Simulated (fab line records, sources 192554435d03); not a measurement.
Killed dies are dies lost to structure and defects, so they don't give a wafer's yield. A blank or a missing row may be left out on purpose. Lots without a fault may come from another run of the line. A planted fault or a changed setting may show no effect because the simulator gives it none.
Tool commonality check | flow n5_finfet | 9 lots, 27 wafers sampled

WHY IT WAS OPENED
At N5_BEOL_M4_RC_MEAS_101 the reading IOFF_P is flagged on 2 of 9 lots. Wafers without a fault read 0.21 nA/um, standard deviation 0.035.
Rule: a lot is flagged when every wafer of it that has a number lies more than 4 standard deviations from that mean, or none has a number. The other lots count as sound.

lot  | measured     | on        | IOFF_P (nA/um), wafer by wafer | flag
L494 | day 8 05:31  | prober-02 | 0.18 0.23 0.21                 |
L501 | day 9 10:14  | prober-01 | 0.16 0.21 0.20                 |
L500 | day 9 15:16  | prober-02 | 0.27 0.27 0.22                 |
L502 | day 9 16:55  | prober-01 | 0.23 0.18 0.13                 |
L507 | day 12 21:15 | prober-01 | 0.97 0.82 0.85                 | FLAGGED
L514 | day 13 00:07 | prober-02 | 0.21 0.19 0.22                 |
L506 | day 14 08:04 | prober-02 | 0.86 1.15 0.89                 | FLAGGED
L515 | day 14 12:35 | prober-02 | 0.23 0.19 0.21                 |
L516 | day 15 04:40 | prober-01 | 0.21 0.21 0.21                 |
The numbers of the flagged lots are 0.92 nA/um on average: +0.71 nA/um against the usual, or +20 standard deviations.

WHICH TOOL RAN EACH LOT
The record holds 2 process steps before the reading, out of a route of 1938 steps. In each cell: the tool, then ch and the chambers that the sampled wafers went through, then the start.
lot  | flag    | N5_DUMMY_GATE_ALD_02             | N5_SPACER0_ALD_08
L494 |         | ald_sin-02 ch 0,2, day 2 23:25   | ald_sin-04 ch 0,2,3, day 3 10:04
L501 |         | ald_sin-01 ch 1,2, day 4 12:16   | ald_sin-02 ch 0,1,2, day 4 23:45
L500 |         | ald_sin-03 ch 0,1,3, day 4 08:13 | ald_sin-02 ch 2,3, day 4 23:13
L502 |         | ald_sin-02 ch 0,2,3, day 4 19:13 | ald_sin-03 ch 0,3, day 5 05:27
L507 | FLAGGED | ald_sin-01 ch 0,2, day 6 01:41   | ald_sin-02 ch 0,2, day 6 15:54
L514 |         | ald_sin-03 ch 0,1,2, day 7 21:23 | ald_sin-02 ch 0,2,3, day 8 07:55
L506 | FLAGGED | ald_sin-01 ch 0,2,3, day 5 21:07 | ald_sin-02 ch 0,1,2, day 6 14:28
L515 |         | ald_sin-03 ch 1,3, day 8 01:46   | ald_sin-03 ch 1,2,3, day 8 12:32
L516 |         | ald_sin-01 ch 1,3, day 8 13:44   | ald_sin-02 ch 0,1,2, day 9 03:34
What these steps do:
- N5_DUMMY_GATE_ALD_02: deposits SiO2, target thk 2 nm, pulse time 1 s.
- N5_SPACER0_ALD_08: deposits SiNx, target thk 2 nm.
- N5_BEOL_M4_RC_MEAS_101

FLAGGED OVER TOTAL, TOOL BY TOOL (the gauges that took the reading come last)
step                   | tool       | lots run | flagged | share of the flagged lots | sound lots run after its first flagged lot
N5_DUMMY_GATE_ALD_02   | ald_sin-01 | 4        | 2       | all                       | 1 (L516)
N5_DUMMY_GATE_ALD_02   | ald_sin-02 | 2        | 0       | none                      | -
N5_DUMMY_GATE_ALD_02   | ald_sin-03 | 3        | 0       | none                      | -
N5_SPACER0_ALD_08      | ald_sin-02 | 6        | 2       | all                       | 2 (L514,L516)
N5_SPACER0_ALD_08      | ald_sin-03 | 2        | 0       | none                      | -
N5_SPACER0_ALD_08      | ald_sin-04 | 1        | 0       | none                      | -
N5_BEOL_M4_RC_MEAS_101 | prober-01  | 4        | 1       | some                      | 1 (L516)
N5_BEOL_M4_RC_MEAS_101 | prober-02  | 5        | 1       | some                      | 1 (L515)

WHAT THE TABLE ALLOWS
2 rows of the table ran every flagged lot: ald_sin-01 at N5_DUMMY_GATE_ALD_02, ald_sin-02 at N5_SPACER0_ALD_08.
- ald_sin-01 at N5_DUMMY_GATE_ALD_02: 2 of its 4 lots flagged. Sound lots ran on it after the first flagged one (L516), which a lasting fault on the whole tool wouldn't allow.
- ald_sin-02 at N5_SPACER0_ALD_08: 2 of its 6 lots flagged. Sound lots ran on it after the first flagged one (L514, L516), which a lasting fault on the whole tool wouldn't allow. On the flagged lots its readings are blank where sound lots have values: chamber_pressure_Torr, heater_power_outer_w, heater_power_w, susceptor_temp_C.
No row of the table ran every flagged lot and no sound lot after the first.

WHAT THE SIMULATOR HAD PUT IN
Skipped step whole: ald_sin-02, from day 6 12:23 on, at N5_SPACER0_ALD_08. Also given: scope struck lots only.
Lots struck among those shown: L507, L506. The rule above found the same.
